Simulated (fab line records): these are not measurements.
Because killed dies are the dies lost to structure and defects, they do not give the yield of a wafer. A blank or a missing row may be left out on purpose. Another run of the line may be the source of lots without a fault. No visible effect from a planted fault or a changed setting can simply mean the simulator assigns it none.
A lot that was struck, set against a sound lot    flow n5-finfet    43 out of 1938 route steps
Sound: the wafers L313.1, L313.4, L313.5. Struck: wafer L314.5. (L314.2, L314.6 of the same lot were not struck and are left out.) The cause comes at the end.
For every step that has rows: the tool of each side, followed by ch and its chambers, followed by its first start. Under that, the readings that differ: sound wafers    struck wafers    difference of the means    sigmas: that difference in standard deviations of wafers without a fault.
alike: words and numbers the same on both sides, and readings whose means are apart by under 2 such deviations; not compared: readings that were withheld, readings missing a value for some wafer, numbers with overlapping values and no deviation given by the record, and bounds like >300 which may hide the same value.
The two part at a step that has a row with sigmas, a row that says differs or no value, or rows on one side only. Non-overlapping numbers with no deviation appear without sigmas and do not part them. A reading missing from all wafers of one side parts the sides only when that side holds two or more wafers.

N5_BEOL_M4_INSPECT_30: inspects for defects (brightfield).
  sound on defect-inspect-02, day 11 10:34; struck on defect-inspect-01, day 11 22:59
  alike: raw-defect-count
then, 11 steps without rows for these wafers: N5_BEOL_M4_DESCUM_33 (chemistry O2, time 7 s); N5_BEOL_M4_ETCH_77 (etches underlayer in N2/H2, target depth 6.5 nm, time 5.2 s); N5_BEOL_M4_ETCH_69 (etches SiARC in CF4, target depth 15.6 nm, time 26 s); N5_BEOL_M4_ALD_98 (deposits SiO2, target thk 2.5 nm, pulse time 1 s, co reactant pulse time 1 s); N5_BEOL_M4_ETCHBACK_99 (etches SiO2 in CHF3, target depth 5 nm, time 10.4 s); N5_BEOL_M4_ETCH_70 (etches SOC in N2/H2, target depth 80 nm, overetch 24 nm, time 130 s); N5_BEOL_M4_STRIP_71 (strips in N2/H2); N5_BEOL_M4_STRIP_78 (strips in N2/H2); N5_BEOL_M4_VIA_ETCH_34 (etches the open film in C4F6/O2, target depth 69.4 nm, time 65.9 s); N5_BEOL_M4_STRIP_83 (strips in C4F6/O2); N5_BEOL_M4_STRIP_36 (strips in N2/H2).
N5_BEOL_M4_TRENCH_ETCH_37: etches SiOC in C4F6/O2, target depth 55.555 nm, time 29.2 s.
  sound on rie-diel-03 ch 0,2, day 12 13:07; struck on rie-diel-01 ch 1, day 12 23:36
reading                 sound              struck  difference  sigmas
throttle-valve-pct (%)  20.97 20.95 21.15  20.51   -0.51       -2
  alike: drypump-motor-current-A, oes-product-au, rf-vpp-V, showerhead-plenum-p-Torr
  not compared: rf-hours-counter-h
then, 2 steps without rows for these wafers: N5_BEOL_M4_ETCH_41 (etches SiCN in CH3F/O2, target depth 29.9 nm, time 52.5 s); N5_BEOL_M4_STRIP_97 (strips in N2/H2, time 10 s).
N5_BEOL_M4_OCD_MEAS_38:
  sound on ocd-02, day 12 13:16; struck on ocd-02, day 12 23:45
  alike: trench-depth-nm
then, 4 steps without rows for these wafers: N5_BEOL_M4_HM_STRIP_39 (strips TiN in peroxide tin strip, target depth 25 nm, time 158 s); N5_BEOL_M4_SRD_40 (time 30 s); N5_BEOL_M4_PRECLEAN_42 (cleans in residue remover, time 60 s); N5_BEOL_M4_SRD_43 (time 30 s).
N5_BEOL_M4_CD_MEAS_35: target cd 18 nm, target cd y 22.4 nm.
  sound on cd-sem-02, day 12 13:26; struck on cd-sem-03, day 12 23:55
  alike: cd-nm
then, 1 step without rows for these wafers: N5_BEOL_M4_DEGAS_44 (time 60 s).
N5_BEOL_M4_PRE_CLEAN_45: time 30 s.
  sound on pvd-sputter-03, day 12 13:31; struck on pvd-sputter-02, day 13 00:10
  alike: heater-power-w
then, 9 steps without rows for these wafers: N5_BEOL_M4_ALD_84 (deposits TaN, pulse time 2 s, purge time 3 s, co reactant purge time 2 s); N5_BEOL_M4_SURFACE_TREAT_85; N5_BEOL_M4_CVD_47 (deposits Co from CCTBA/H2, target thk 3 nm, time 223.8 s); N5_BEOL_M4_SPUTTER_48 (material Cu, target thk 4.5 nm, time 8.29 s); N5_BEOL_M4_ANNEAL_49 (time 240 s); N5_BEOL_M4_SPUTTER_79 (material Cu, target thk 4.5 nm, time 8.29 s); N5_BEOL_M4_ANNEAL_80 (time 240 s); N5_BEOL_M4_SPUTTER_81 (material Cu, target thk 4.5 nm, time 8.29 s); N5_BEOL_M4_ANNEAL_82 (time 240 s).
N5_BEOL_M4_SPUTTER_86: material Cu, target thk 4.5 nm, time 8.29 s.
  sound on pvd-sputter-01, day 12 15:43; struck on pvd-sputter-01, day 13 01:22
  alike: chuck-gas-flow-sccm, throttle-valve-pct
then, 1 step without rows for these wafers: N5_BEOL_M4_ANNEAL_87 (time 240 s).
N5_BEOL_M4_SPUTTER_88: material Cu, target thk 4.5 nm, time 8.29 s.
  sound on pvd-sputter-01, day 12 15:56; struck on pvd-sputter-01, day 13 01:35
  alike: chuck-gas-flow-sccm, throttle-valve-pct
then, 2 steps without rows for these wafers: N5_BEOL_M4_ANNEAL_89 (time 240 s); N5_BEOL_M4_SPUTTER_90 (material Cu, target thk 4.5 nm, time 8.29 s).
N5_BEOL_M4_ANNEAL_91: time 240 s.
  sound on pvd-sputter-01, day 12 16:14; struck on pvd-sputter-01, day 13 01:53
  alike: heater-power-w
N5_BEOL_M4_SPUTTER_92: material Cu, target thk 4.5 nm, time 8.29 s.
  sound on pvd-sputter-01, day 12 16:22; struck on pvd-sputter-01, day 13 02:02
reading                     sound           struck  difference  sigmas
chuck-gas-flow-sccm (sccm)  1.26 1.27 1.36  1.19    -0.11       -2
  alike: throttle-valve-pct
then, 3 steps without rows for these wafers: N5_BEOL_M4_ANNEAL_93 (time 240 s); N5_BEOL_M4_SPUTTER_94 (material Cu, target thk 4.5 nm, time 8.29 s); N5_BEOL_M4_ANNEAL_95 (time 240 s).
-- a jump in the record: the struck wafers' starts before and after are 5 days apart (it breaks off in module BEOL_M4 and resumes in module PASSIVATION, where the first step shown is number 1936 of the route) --
N5_PASSIVATION_PROBE_49:
  rows exist in the record for the struck wafers here (prober-02, day 17 22:52), but not for the sound ones

== WHERE THEY PART ==
Last at N5_PASSIVATION_PROBE_49 as far as this record goes, first at N5_BEOL_M4_TRENCH_ETCH_37.

WHY: what had been put in by the simulator
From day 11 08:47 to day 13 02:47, rie-diel-01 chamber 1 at N5_BEOL_M4_TRENCH_ETCH_37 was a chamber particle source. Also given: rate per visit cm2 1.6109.
